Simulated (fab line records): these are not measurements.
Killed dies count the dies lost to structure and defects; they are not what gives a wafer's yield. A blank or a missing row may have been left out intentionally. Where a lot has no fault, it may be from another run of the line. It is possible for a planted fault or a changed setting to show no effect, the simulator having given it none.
fab line records	flow n5_finfet
record lots=5	wafers=15	last_day=20
route steps=1938 shown STI_FIN_REVEAL@185 DUMMY_GATE@212 BEOL_M4@1111 PASSIVATION@1936
lots untouched by any fault: they come from a run of this same line in which no faults occurred
start_h: hours from the record's first day to the start of the lot's first wafer shown	wait_h: how many hours have passed since the lot's step before this one	" the same as in the row above	L1.1+2: a row that stands for several wafers	- no value present, or no start provided	* or withheld: withheld	< > ~ a bound
route shown NAME@n: names a module that has steps shown in the file, with the first one's number in the route	usual: the fault-free wafers' mean and standard deviation	same: alike in all rows	chamber/n: place in a boat	sites: the reading at each site	_std_site: the values' standard deviation	_edge_site: mean of outer sites minus mean of inner sites	radius_mm: how far each site lies from the wafer's centre	mask NAME#n: copy n	behind: the most recent tool/chamber to have shaped the wafer	hold: why the lot went on hold/how many hours it stayed there/how the hold came to an end	device: transistor that didn't switch, given as n, p or np	end of line: tests of these same wafers at the route's end	a step without rows: its recipe alone	killed: dies lost to structure and defects at the first sort, not the wafer's yield	map: dies across one wafer; x = killed, . = not, _ = none there
set.NAME: the run value of the setting; set.NAME@STEP: its run value at that earlier step	model.NAME: the simulator's own value behind a step, which no gauge read
lots seen at some steps along the route; tables by step, rows by wafer
services: when a tool's chamber went out of use (start_h, in hours from the record's first day, below 0 if earlier), for how many hours, and the reason
## steps
# step N5_STI_FIN_REVEAL_FCVD_FILL_01
# recipe material=SiO2_flowable	target_thk_a=3120	temp_c=100	pressure_torr=0.8	rf_w=2000	time_s=512.2
# step N5_STI_FIN_REVEAL_DENSIFY_02
# recipe temp_c=650	ambient=steam	time_s=1800	idle_temp_c=400	densification_p_h2o_torr=640
# step N5_STI_FIN_REVEAL_CMP_04
# recipe stop_on=Si3N4	t_overpolish_s=4	down_force_psi=2	platen_rpm=54.18	post_cmp_clean=alkaline_brush	pad_velocity_m_s=1.078	target_thk_nm=131.83
# usual motor_current_A=8.3/0.71	overpolish_run_s=3.999/0.0091	slurry_filter_dp_kPa=13.50/0.13	time_to_endpoint_s=102/5
lot.wafer	tool	chamber	start_h	wait_h	motor_current_A	overpolish_run_s	slurry_filter_dp_kPa	time_to_endpoint_s
L334.4	cmp-01	3	64.12	0.1	8.5	3.986	13.31	104
L334.3	"	1	"	"	8.0	3.988	13.59	109
L334.5	"	2	"	"	8.4	3.999	13.50	101
L335.2	cmp-04	2	70.67	0.1	8.7	3.992	13.42	101
L335.4	"	0	"	"	9.2	4.006	13.33	99
L335.5	"	2	"	"	8.2	4.013	13.73	103
L348.3	cmp-01	2	147.10	0.0	8.5	3.979	13.50	104
L348.2	"	1	"	"	7.9	4.001	13.55	113
L348.6	"	2	"	"	8.3	3.998	13.39	101
L351.2	cmp-03	3	165.16	0.1	7.8	3.996	13.53	109
L351.4	"	0	"	"	7.9	4.010	13.53	110
L351.6	"	2	"	"	7.0	3.994	13.44	111
L352.4	cmp-01	0	171.26	0.1	9.8	4.002	13.57	96
L352.6	"	1	"	"	7.9	3.991	13.55	104
L352.5	"	2	"	"	7.8	4.006	13.37	103
# step N5_STI_FIN_REVEAL_THK_MEAS_05
# usual thk_nm=131.6/1.3
lot.wafer	tool	chamber	start_h	wait_h	thk_nm
L334.3	film_metro-02	-	64.38	-	134.4
L334.4	"	-	"	"	132.1
L334.5	"	-	"	"	131.1
L335.2	film_metro-01	-	70.93	-	133.2
L335.4	"	-	"	"	130.8
L335.5	"	-	"	"	131.9
L348.2	film_metro-01	-	147.39	-	132.7
L348.3	"	-	"	"	131.2
L348.6	"	-	"	"	131.3
L351.2	film_metro-01	-	165.42	-	130.3
L351.4	"	-	"	"	132.3
L351.6	"	-	"	"	132.9
L352.4	film_metro-01	-	171.45	-	129.7
L352.5	"	-	"	"	130.1
L352.6	"	-	"	"	131.1
# step N5_STI_FIN_REVEAL_DENSIFY_30
# recipe temp_c=*	time_s=*	ambient=N2	idle_temp_c=600	ramp_up_c_per_s=150	ramp_down_c_per_s=60	cool_to_c=600
# step N5_STI_FIN_REVEAL_ETCHBACK_08
# recipe chemistry=C4F6/O2	target=SiO2	target_depth_a=305	time_s=10.167	ion_energy_ev=250	pressure_mtorr=30	source_w=345	bias_w=185	Ar_flow_sccm=300	C4F6_flow_sccm=10	O2_flow_sccm=10
# step N5_STI_FIN_REVEAL_STRIP_24
# recipe chemistry=N2/H2	time_s=90	power_w=100	temp_c=40	pressure_mtorr=100	rf_frequency_hz=6e+07	bias_power_w=3	n2_flow_sccm=300	h2_flow_sccm=300
# step N5_STI_FIN_REVEAL_PRECLEAN_25
# recipe chemistry=SPM	time_s=90	temp_c=120	mix=4:1
# step N5_STI_FIN_REVEAL_PRECLEAN_26
# recipe chemistry=SC1	time_s=45	temp_c=46	mix=1:2:100
# step N5_STI_FIN_REVEAL_PRECLEAN_29
# recipe chemistry=DHF	time_s=30	temp_c=25	dilution=300:1
# step N5_STI_FIN_REVEAL_SRD_12
# recipe time_s=30	temp_c=23	rinse_liquid=diw	dry=ipa_marangoni
# step N5_STI_FIN_REVEAL_RECESS_09
# recipe chemistry=HF/NH3	target=SiO2	afs_cycles=11	target_depth_a=425	temp_c=30	sublimation_temp_c=180	sublimation_time_s=60
# usual drypump_motor_current_A=5.6/0.46	temp_c=30.00/0.097
lot.wafer	tool	chamber	start_h	wait_h	drypump_motor_current_A	temp_c
L334.3	vapor_etch-01	1	65.49	0.6	5.4	29.90
L334.4	"	0	"	"	5.8	30.06
L334.5	"	1	"	"	5.4	29.98
L335.2	vapor_etch-02	1	71.42	0.0	6.4	30.02
L335.4	"	1	"	"	6.4	29.95
L335.5	"	0	"	"	5.0	29.97
L348.2	vapor_etch-02	0	147.88	0.0	4.9	29.84
L348.3	"	1	"	"	6.4	29.87
L348.6	"	0	"	"	4.9	29.81
L351.2	vapor_etch-01	0	166.06	0.0	5.8	30.10
L351.4	"	1	"	"	5.4	29.94
L351.6	"	0	"	"	5.8	30.05
L352.4	vapor_etch-01	1	172.60	0.6	5.4	30.14
L352.5	"	0	"	"	5.8	30.11
L352.6	"	1	"	"	5.4	30.07
# step N5_STI_FIN_REVEAL_STRIP_16
# recipe chemistry=H3PO4	material=SiNx	temp_c=165	target_depth_a=238	overetch_fraction=0.4964	dry=ipa_marangoni
# usual bath_guard_temp_C=165.1/0.49	temp_c=164.99/0.15
lot.wafer	tool	chamber	start_h	wait_h	bath_guard_temp_C	temp_c
L334.3	wet_bench-02	3	66.57	0.6	165.0	165.09
L334.4	"	4	"	"	163.7	165.01
L334.5	"	2	"	"	165.2	165.31
L335.2	wet_bench-02	0	73.03	1.1	165.1	165.11
L335.4	"	4	"	"	164.3	164.98
L335.5	"	1	"	"	166.2	165.04
L348.2	wet_bench-02	2	149.50	1.1	165.0	164.79
L348.3	"	6	"	"	165.6	165.09
L348.6	"	7	"	"	165.7	164.88
L351.2	wet_bench-03	6	167.68	1.1	165.6	165.10
L351.4	"	2	"	"	165.1	164.90
L351.6	"	1	"	"	165.4	164.99
L352.4	wet_bench-03	4	173.69	0.6	165.6	165.36
L352.5	"	0	"	"	164.7	164.97
L352.6	"	7	"	"	164.4	164.98
# step N5_STI_FIN_REVEAL_PRECLEAN_17
# recipe chemistry=NF3:NH3	afs_cycles=1	temp_c=30	time_s=20	sublimation_temp_c=180	sublimation_time_s=60	pressure_torr=3	rf_power_w=30
# step N5_STI_FIN_REVEAL_ETCH_34
# recipe chemistry=H2	mode=isotropic	material=Si	target=Si	target_depth_a=9.7	temp_c=20	pressure_mtorr=4.5	icp_w=300	bias_w=0	h2_flow_sccm=7.5	he_flow_sccm=142.5
# usual drypump_motor_current_A=5.7/0.44	h2_flow_sccm=7.501/0.023	oes_product_au=0.993/0.016	temp_c=19.98/0.097	throttle_valve_pct=26.1/0.6
lot.wafer	tool	chamber	start_h	wait_h	drypump_motor_current_A	h2_flow_sccm	oes_product_au	rf_hours_counter_h	temp_c	throttle_valve_pct
L334.3	rie_si-05	0	67.05	0.1	5.6	7.486	0.990	113	19.97	26.5
L334.4	"	2	"	"	6.1	7.524	0.985	90	20.00	26.9
L334.5	"	2	"	"	6.1	7.521	0.996	-	19.89	26.9
L335.2	rie_si-05	3	73.51	0.1	6.2	7.472	1.013	33	20.17	26.1
L335.4	"	2	"	"	6.1	7.471	0.993	90	20.06	26.9
L335.5	"	0	"	"	5.6	7.515	0.996	-	19.89	26.5
L348.2	rie_si-03	0	149.97	0.1	5.5	7.476	0.993	64	19.79	25.7
L348.3	"	3	"	"	5.5	7.495	0.963	128	20.05	25.6
L348.6	"	2	"	"	4.7	7.540	0.980	-	20.00	24.8
L351.2	rie_si-05	2	168.15	0.1	6.1	7.467	1.003	92	20.07	26.9
L351.4	"	3	"	"	6.2	7.493	1.019	35	19.85	26.1
L351.6	"	2	"	"	6.1	7.488	1.003	-	20.13	26.9
L352.4	rie_si-02	2	174.16	0.1	5.5	7.473	0.964	71	19.97	25.2
L352.5	"	3	"	"	5.5	7.493	1.026	-	19.98	26.0
L352.6	"	0	"	"	5.9	7.516	0.996	-	19.88	25.4
# step N5_STI_FIN_REVEAL_OXIDATION_31
# recipe chemistry=O2_PLASMA_REMOTE	temp_c=150	time_s=20	pressure_mtorr=1000	source_power_w=2000	o2_flow_sccm=3000
# usual drypump_motor_current_A=5.7/0.33	heater_power_w=137/16	temp_c=150.00/0.15
lot.wafer	tool	chamber	start_h	wait_h	drypump_motor_current_A	heater_power_w	rf_hours_counter_h	temp_c
L334.3	plasma_asher-01	1	67.13	0.1	5.7	108	-	150.07
L334.4	"	0	"	"	5.2	153	-	150.17
L334.5	"	1	"	"	5.6	112	-	149.85
L335.2	plasma_asher-02	0	73.57	0.0	6.1	144	86	149.97
L335.4	"	0	"	"	6.1	142	-	150.26
L335.5	"	1	"	"	5.8	139	-	149.79
L348.2	plasma_asher-01	1	150.03	0.0	5.7	112	49	150.09
L348.3	"	1	"	"	5.7	111	-	150.08
L348.6	"	0	"	"	5.2	158	-	150.10
L351.2	plasma_asher-02	1	168.57	0.4	5.8	139	108	150.16
L351.4	"	0	"	"	6.1	147	-	149.80
L351.6	"	1	"	"	5.8	134	-	150.11
L352.4	plasma_asher-01	1	174.24	0.1	5.7	112	-	150.12
L352.5	"	0	"	"	5.2	157	-	150.15
L352.6	"	1	"	"	5.6	107	-	149.81
# step N5_STI_FIN_REVEAL_PRECLEAN_32
# recipe chemistry=NF3:NH3	afs_cycles=1	temp_c=30	time_s=20	sublimation_temp_c=180	sublimation_time_s=60	pressure_torr=3	rf_power_w=30
# step N5_STI_FIN_REVEAL_STRIP_35
# recipe chemistry=H3PO4	material=Si3N4	temp_c=165	target_depth_a=40	time_s=39
# step N5_STI_FIN_REVEAL_SRD_21
# recipe dry=ipa_marangoni	time_s=30	temp_c=23	rinse_liquid=diw
# step N5_STI_FIN_REVEAL_OXIDATION_33
# recipe chemistry=O2_PLASMA_REMOTE	temp_c=150	time_s=20	pressure_mtorr=1000	source_power_w=2000	o2_flow_sccm=3000
# usual drypump_motor_current_A=5.8/0.33	heater_power_w=137/14	temp_c=150.04/0.15
lot.wafer	tool	chamber	start_h	wait_h	drypump_motor_current_A	heater_power_w	rf_hours_counter_h	temp_c
L334.3	plasma_asher-02	1	67.48	0.0	5.8	137	-	150.11
L334.4	"	0	"	"	6.1	140	-	150.02
L334.5	"	0	"	"	6.1	141	-	149.93
L335.2	plasma_asher-02	1	73.94	0.1	5.8	135	86	149.83
L335.4	"	0	"	"	6.1	143	-	149.90
L335.5	"	0	"	"	6.1	140	-	150.18
L348.2	plasma_asher-01	0	150.38	0.0	5.2	156	49	149.97
L348.3	"	1	"	"	5.6	110	-	150.12
L348.6	"	0	"	"	5.2	158	-	150.02
L351.2	plasma_asher-02	1	168.95	0.1	5.8	134	108	150.02
L351.4	"	1	"	"	5.8	133	-	150.22
L351.6	"	0	"	"	6.1	145	-	150.11
L352.4	plasma_asher-02	0	174.59	0.0	6.1	141	-	149.96
L352.5	"	0	"	"	6.1	145	-	149.93
L352.6	"	1	"	"	5.8	136	-	149.87
# step N5_STI_FIN_REVEAL_CLEAN_19
# recipe chemistry=O3/DIW	temp_c=25	time_s=120	o3_ppm=10
# step N5_STI_FIN_REVEAL_SRD_23
# recipe dry=ipa_marangoni	time_s=30	temp_c=23	rinse_liquid=diw
# step N5_STI_FIN_REVEAL_CD_MEAS_22
# recipe target_cd_nm=6.238	pitch_nm=28	polarity=line
# usual cd_nm=6.34/0.26
lot.wafer	tool	chamber	start_h	wait_h	cd_nm
L334.3	cd_sem-03	-	67.63	0.0	6.23
L334.4	"	-	"	"	6.36
L334.5	"	-	"	"	6.18
L335.2	cd_sem-02	-	74.11	0.0	6.26
L335.4	"	-	"	"	6.10
L335.5	"	-	"	"	6.32
L348.2	cd_sem-03	-	150.55	0.0	6.45
L348.3	"	-	"	"	6.07
L348.6	"	-	"	"	6.50
L351.2	cd_sem-02	-	169.12	0.0	5.81
L351.4	"	-	"	"	6.51
L351.6	"	-	"	"	5.99
L352.4	cd_sem-03	-	174.74	0.0	6.75
L352.5	"	-	"	"	6.38
L352.6	"	-	"	"	6.20
# step N5_STI_FIN_REVEAL_FIN_H_MEAS_10
# usual trench_depth_nm=51.8/0.77
lot.wafer	tool	chamber	start_h	wait_h	trench_depth_nm
L334.3	ocd-02	-	67.66	0.0	51.3
L334.4	"	-	"	"	51.0
L334.5	"	-	"	"	51.4
L335.2	ocd-01	-	74.14	0.0	51.0
L335.4	"	-	"	"	50.0
L335.5	"	-	"	"	50.9
L348.2	ocd-02	-	150.58	0.0	51.1
L348.3	"	-	"	"	51.7
L348.6	"	-	"	"	52.3
L351.2	ocd-02	-	169.16	0.0	52.4
L351.4	"	-	"	"	51.3
L351.6	"	-	"	"	52.3
L352.4	ocd-02	-	174.77	0.0	52.9
L352.5	"	-	"	"	52.5
L352.6	"	-	"	"	51.1
# step N5_STI_FIN_REVEAL_PRECLEAN_18
# recipe chemistry=SC2	time_s=45	temp_c=35	mix=1:1:50
# step N5_STI_FIN_REVEAL_SRD_28
# recipe dry=ipa_marangoni	time_s=30	temp_c=23	rinse_liquid=diw
# step N5_STI_FIN_REVEAL_INSPECT_13
# recipe inspect_instrument=darkfield	mode=post_clean
# usual raw_defect_count=12/5.2
lot.wafer	tool	chamber	start_h	wait_h	raw_defect_count
L334.3	defect_inspect-02	-	67.75	0.0	20
L334.4	"	-	"	"	11
L334.5	"	-	"	"	12
L335.2	defect_inspect-01	-	74.22	0.0	14
L335.4	"	-	"	"	21
L335.5	"	-	"	"	15
L348.2	defect_inspect-01	-	150.67	0.0	12
L348.3	"	-	"	"	21
L348.6	"	-	"	"	1505
L351.2	defect_inspect-02	-	169.24	0.0	9
L351.4	"	-	"	"	9
L351.6	"	-	"	"	12
L352.4	defect_inspect-02	-	174.86	0.0	8
L352.5	"	-	"	"	8
L352.6	"	-	"	"	9
# step N5_DUMMY_GATE_PRECLEAN_00
# recipe chemistry=O3/DIW	time_s=60	temp_c=22	o3_ppm=10
# step N5_BEOL_M4_RC_MEAS_101
# usual DIBL_N=36.7/1.8	DIBL_P=37.0/2.4	IOFF_N=0.17/0.036	IOFF_P=0.22/0.042	ION_N=673/12	ION_P=462/8.5	SS_N=71.7/0.62	SS_P=73.4/0.65	VT_N=250/3.7	VT_P=-250/3.7
lot.wafer	tool	chamber	start_h	wait_h	DIBL_N[mV/V]	DIBL_P[mV/V]	IOFF_N[nA/um]	IOFF_P[nA/um]	ION_N[uA/um]	ION_P[uA/um]	SS_N[mV/dec]	SS_P[mV/dec]	VT_N[mV]	VT_P[mV]
L334.3	prober-01	0	204.87	0.3	35.7	35.7	0.14	0.19	654	454	71.3	73.6	253	-254
L334.4	"	0	"	"	37.8	38.5	0.18	0.23	671	456	71.4	74.5	249	-249
L334.5	"	0	"	"	35.2	35.1	0.13	0.17	659	448	70.6	72.5	255	-255
L335.2	prober-01	0	233.38	0.2	35.0	34.8	0.13	0.18	665	455	71.8	72.8	254	-251
L335.4	"	0	"	"	38.1	37.4	0.18	0.21	667	456	72.5	73.4	249	-250
L335.5	"	0	"	"	36.5	36.2	0.16	0.20	670	456	70.9	73.3	251	-251
L348.2	prober-02	0	300.88	0.2	40.0	39.7	0.22	0.24	682	467	72.5	73.5	244	-251
L348.3	"	0	"	"	36.4	36.0	0.14	0.19	673	459	71.1	72.8	251	-252
L348.6	"	0	"	"	39.1	38.4	0.19	0.22	690	464	72.5	73.6	247	-251
L351.2	prober-02	0	330.89	0.2	34.9	35.7	0.13	0.21	667	469	71.4	72.5	251	-250
L351.4	"	0	"	"	36.9	37.2	0.17	0.22	665	455	72.2	73.6	252	-251
L351.6	"	0	"	"	37.0	38.2	0.18	0.25	678	473	72.4	72.9	250	-250
L352.4	prober-01	0	356.19	0.5	36.3	36.1	0.16	0.21	686	465	71.9	73.1	248	-249
L352.5	"	0	"	"	36.5	35.6	0.15	0.20	675	464	71.0	73.1	249	-253
L352.6	"	0	"	"	34.9	32.6	0.12	0.15	663	445	71.7	72.3	255	-255
# step N5_PASSIVATION_PROBE_49
# usual defect_limited_yield=91.1/1.4	killed_at_M0_to_M3=32/9.3	killed_at_M4_up=13/5.8	killed_at_contacts=12/6.3	killed_at_front_end=44/12	killed_at_other=3.6/2.7	killed_dies=104/17	killed_open=69/13	killed_short=34/6.9	sort_bin_5_function=5.2/0.98	sort_bin_6_memory=3.3/0.59	sort_n_pass=1075/17	sort_yield_pct=91.1/1.4
# same gross_dies=1180	killed_at_back_side=0	sort_bin_4_leakage[%]=0	sort_bin_8_speed[%]=0
lot.wafer	tool	chamber	start_h	wait_h	defect_limited_yield[%]	killed_at_M0_to_M3	killed_at_M4_up	killed_at_contacts	killed_at_front_end	killed_at_other	killed_dies	killed_open	killed_short	sort_bin_5_function[%]	sort_bin_6_memory[%]	sort_n_pass	sort_yield_pct[%]
L348.6	prober-02	-	396.43	0.3	82.6	32	7	9	147	10	205	66	30	10.4	3.4	975	82.6
# killed by level:class
L348.6 STI_FIN_REVEAL:unspecified=109 DUMMY_GATE:geometric_particle:open=12 MOL_CONTACT_COAG:geometric_particle:open=9 FIN_SAQP:geometric_particle:open=7 BEOL_M3:geometric_particle:open=7 STI_FIN_REVEAL:geometric_particle:open=4 BEOL_M2:geometric_particle:open=4 BEOL_M0:geometric_particle:short=4
# map L348.6 (x killed, . not)
_________________............________________
______________....xx............_____________
___________....x...x....x..........__________
__________...x......................_________
________....x........................._______
_______........x...x..x..x....x......x.______
______.............x.xx................._____
_____...............x..............x.....____
____x...........xx...xx.........x.x.......___
___..........................xx.......x..xx__
___.......................x....x.....x.xxxx__
__..x.x.x..........x..............x...xxxxxx_
__........................x......x.xxxxxxxxx_
_.......x...x...xx..x...x.x..........xxxxxxxx
_...x....x............x..........x.xxxxxxxxxx
_.x...x...............x..x.........xxxxxxxxxx
_....xxx.......x...............x...xxxxxxxxxx
_.................x.................xxxxxxxxx
_............x...........x...x.x...xxxxxxxxxx
_.x..............x...........x....x.xxxxxxxxx
_...........x.....x...........x....xxxxxxxxxx
__............x.....................xx.xxxxx_
__...............x....................x.xxx._
___................x................x....x.__
___.....x................x...........x..x..__
____..................x...............x...___
_____..............................x.....____
______............x....x................_____
_______....x.x..x..x...................______
________..x.x.........x..x............_______
__________....x............x........_________
___________.........x...........x..__________
______________.................x_____________
_________________............________________
# map L334.5 (x killed, . not)
_________________x..x........________________
______________..x.x.x.......x..._____________
___________.x....x...x....x........__________
__________............xxxx.........._________
________...x..........x.......x......._______
_______.x...........x.x................______
______.........x.x....x...........x..x.._____
_____.xxx....x....xx.............x.......____
____...........................x....x.....___
___x.........................x.............__
___.........x..............................__
__..x..........x.......x...................._
__...........................x.....x.....xx._
_...........x.xx........x...........x........
_..........x......x...........x............x.
_.....x..................................x...
_..........x.x........x..x....x........x.....
_x....x....................................x.
_.................x............x.....x.......
_..x............xx.x.................x.......
_.........x.......................x..........
__.........x....x.................x..x......_
__.....................x.......x..........x._
___......................x.........xx......__
___...x....................x..........x....__
____............x.x.......................___
_____...xx...........x...xx.............x____
______........x........x................_____
_______.x...x.....x...........x.....x..______
________..........x...........x.xx..x._______
__________.............x...x........_________
___________x.........x.xx...x......__________
______________........x....x...._____________
_________________.....x..x..x________________
## services
tool	chamber	start_h	hours	kind
cmp-03	-	40.52	1.1	repair
cmp-01	-	45.35	4.0	repair
cmp-01	-	52.15	4.1	pm
rie_si-02	-	54.41	2.8	pm
cmp-03	-	57.17	4.0	pm
cmp-03	-	61.17	-	consumable_replace:conditioner
cmp-03	-	61.17	-	consumable_replace:pad
rie_si-03	-	65.50	28.1	pm
rie_si-05	-	66.79	0.1	repair
plasma_asher-01	-	71.98	14.6	pm
cmp-04	-	94.88	1.7	repair
cmp-03	-	98.68	2.0	repair
wet_bench-02	-	110.80	1.1	repair
cmp-01	-	117.02	0.3	repair
cmp-01	-	122.84	0.3	repair
cmp-01	-	124.96	3.5	pm
rie_si-02	1	130.98	10.1	repair
rie_si-02	2	137.50	10.4	repair
plasma_asher-01	-	138.79	1.2	repair
cmp-01	-	140.20	1.9	repair
cmp-04	-	141.14	4.0	pm
rie_si-02	0	142.00	7.4	repair
cmp-04	-	145.14	-	consumable_replace:conditioner
rie_si-03	-	156.22	14.6	pm
## key
first_sign step=N5_STI_FIN_REVEAL_INSPECT_13	reading=raw_defect_count	direction=up	sigmas=99+	usual=12	struck=1505
effect step=N5_PASSIVATION_PROBE_49	reading=killed_at_front_end	direction=up	sigmas=8.3	usual=44	struck=147
more_kills_born_at N5_STI_FIN_REVEAL_STRIP_16@wet_bench-02=109
met_at N5_STI_FIN_REVEAL_STRIP_16
struck_wafers L348.6
fault kind=chamber_particle_source	tool=wet_bench-02	chamber=7	onset_h=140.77	steps=N5_STI_FIN_REVEAL_STRIP_16	rate_per_visit_cm2=2.1741	end_h=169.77
